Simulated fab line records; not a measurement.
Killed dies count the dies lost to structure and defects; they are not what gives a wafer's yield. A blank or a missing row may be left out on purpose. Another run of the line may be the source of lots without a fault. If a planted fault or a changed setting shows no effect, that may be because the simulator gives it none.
Lot-split experiment	flow n5_finfet	21 wafers read across 7 lots, on a route 1938 steps long

SPLIT DETAILS
At N5_BEOL_M15_PEB_26 (peb time 90 s), the setting peb_temp_c was moved away from the recipe's 130 C on 7 of the 21 wafers read, by -2.6% to +2.2%. The other wafers ran this setting at the recipe's value.

FROM THE SPLIT TO THE READING: what the file shows between them, 2 steps
- N5_BEOL_M15_DEVELOP_27: develop time 45 s
- N5_BEOL_M15_HARDBAKE_32: time 120 s

THE READING
cd_nm, in nm, at N5_BEOL_M15_CD_MEAS_28 (target cd 407.6 nm). Typical for fault-free wafers on this fab line: 408.6 nm, with standard deviation 1.8 nm.

wafer	tool, chamber at the split	peb_temp_c as run, C	against the recipe	cd_nm, nm	against lot-mates on the recipe
L081.1	litho_track-01, 0	128.5	-1.2%	402.9	-5.8
L081.3	litho_track-01, 0	130	recipe	408.7	-
L081.6	litho_track-01, 0	128.5	-1.2%	402.0	-6.7
L084.4	litho_track-01, 0	132.7	+2.1%	417.9	+10.9
L084.5	litho_track-01, 0	132.7	+2.1%	420.2	+13.2
L084.6	litho_track-01, 0	130	recipe	407.0	-
L088.2	litho_track-01, 0	130	recipe	406.6	-
L088.5	litho_track-01, 0	132.8	+2.2%	415.6	+8.2
L088.6	litho_track-01, 0	130	recipe	408.1	-
L087.1	litho_track-05, 0	126.6	-2.6%	392.1	-15.8
L087.4	litho_track-05, 0	126.6	-2.6%	390.6	-17.3
L087.5	litho_track-05, 0	130	recipe	407.9	-
L089.3	litho_track-05, 0	130	recipe	405.1	-
L089.5	litho_track-05, 0	130	recipe	409.6	-
L089.6	litho_track-05, 0	130	recipe	409.6	-
L095.1	litho_track-05, 0	130	recipe	403.9	-
L095.3	litho_track-05, 0	130	recipe	408.4	-
L095.6	litho_track-05, 0	130	recipe	406.7	-
L097.1	litho_track-05, 0	130	recipe	409.1	-
L097.5	litho_track-05, 0	130	recipe	410.7	-
L097.6	litho_track-05, 0	130	recipe	410.3	-

FIT RESULTS
A straight line over all 21 wafers: cd_nm changes by +5.46 nm for each +1% of peb_temp_c; r = +0.96; the points scatter about the line by 2.1 nm.
The same after taking each lot's own level away (the mean of its wafers on the recipe; 21 wafers): +5.69 nm for each +1%; r = +0.97; scatter 1.6 nm.
Per that fit: largest peb_temp_c move, reading shift of 15 nm.
The span of the lots' own levels, 406.33 to 410.03 nm, comes to 2.1 times the standard deviation stated above.
Consequently the slope shifts little with the lot-to-lot level, the two slopes agreeing.
Check: for one of the wafers moved furthest among these (-2.6%), held out of the fit, the line's prediction against its lot-mates is -14.9 nm. Against them it came out at -15.8 nm.

THE WHOLE CHAIN: every reading that the file lists as answering this split, in the file's order
step	what it does	reading	change (the file's fit)	r (the file's)
N5_BEOL_M15_CD_MEAS_28	target cd 407.6 nm	cd_nm	+5.45 nm for each +1% of the setting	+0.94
N5_BEOL_M15_DESCUM_33	chemistry O2, time 7.9 s	BEOL_M15.cd_nm (the simulator's own value, which no gauge read)	+5.43 nm for each +1% of the setting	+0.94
N5_BEOL_M15_ETCH_61	etches BARC in N2/H2, target depth 89 nm, overetch 26.7 nm, time 67.9 s	BEOL_M15.cd_nm (the simulator's own value, which no gauge read)	+5.71 nm for each +1% of the setting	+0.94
N5_BEOL_M15_ETCH_38	etches SiCN in CF4/N2, target depth 106.4 nm, time 120.5 s	BEOL_M15.cd_nm (the simulator's own value, which no gauge read)	+5.78 nm for each +1% of the setting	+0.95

THE FILE'S OWN FIT
cd_nm changes by +5.45 nm for each +1% of peb_temp_c, r = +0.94.
